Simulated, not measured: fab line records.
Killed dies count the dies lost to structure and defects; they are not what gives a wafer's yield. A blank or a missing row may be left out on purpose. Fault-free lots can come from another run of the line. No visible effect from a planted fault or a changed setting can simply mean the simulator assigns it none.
8D (eight disciplines) problem report, filled in by code + flow n5 finfet + the parts of the form that need people (team, actions taken, sign-off) are left out

1. THE ISSUE
Wafers without a fault read 1500.0 rpm, standard deviation 1.2; spin speed rpm at N5_BEOL_M6_COAT_63 reads a mean of 1558.5 rpm on 6 wafers belonging to 2 lots. That puts it +49 standard deviations away from the usual mean.
The step: time 60 s, resist thk 60 nm.
Earliest sighting: wafer L601.3 on litho track-01 at day 11 07:52. At this step, 12 wafers from 4 lots have a number in the record. The rule behind "out" and "out of limits": a value lying over 4 standard deviations away from the usual mean. The other wafers with a number count as sound.

2. WHAT IT IS, WHAT IT ISN'T
| question                    | is                     | is not                                                             |
|-----------------------------|------------------------|--------------------------------------------------------------------|
| which readings at this step | spin speed rpm         | heater power total W, plate temp C                                 |
| which lots                  | L601, L605             | L598, L610                                                         |
| which wafers of those lots  | all that have a number | -                                                                  |
| read on which tools         | litho track-01         | litho track-02                                                     |
| when                        | from day 11 07:52      | up to then (3 sound wafers); but 3 sound wafers of L610 came after |

3. THE SUSPECTS, EACH WITH WHAT RULES IT OUT
Counting: a tool at any process step up to the reading remains a suspect when it ran all the lots that are out and ran no sound lot after the first of those.
- litho track-01 at N5_BEOL_M6_COAT_63 (time 60 s, resist thk 60 nm): kept. It ran every lot that is out, first L601 (day 11 07:52), and no sound lot after that; its last sound lot up to then is L598 (day 10 10:58). On those wafers its own readings are out: spin speed rpm.
Left after counting: litho track-01 at N5_BEOL_M6_COAT_63.

4. THE CAUSE (what the simulator had put in)
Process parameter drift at N5_BEOL_M6_COAT_63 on litho track-01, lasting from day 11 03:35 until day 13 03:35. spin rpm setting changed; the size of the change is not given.
The count eliminated every tool but this one.

5. SEQUENCE OF EFFECTS, ordered by route
Rows list readings where the struck wafers' mean (over those with a number) sits beyond 3 standard deviations from the usual. Only readings for which the record gives a usual standard deviation are gone through. hours: the time from each lot's start at the first step in this table that gives one to its start at this step, as a median over the lots. sigmas: the change in usual standard deviations.
| hours | step               | reading        | usual      | on struck wafers | change | sigmas |
|-------|--------------------|----------------|------------|------------------|--------|--------|
| 0     | N5_BEOL_M6_COAT_63 | spin speed rpm | 1500.0 rpm | 1558.5           | +58.5  | +49    |
It contains these process steps:
- N5_BEOL_M6_COAT_63: time 60 s, resist thk 60 nm.

6. HOW IT WOULD HAVE BEEN CAUGHT EARLIER
In this record the first reading out of limits was taken at day 11 07:52, 4 hours after the fault began at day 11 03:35.
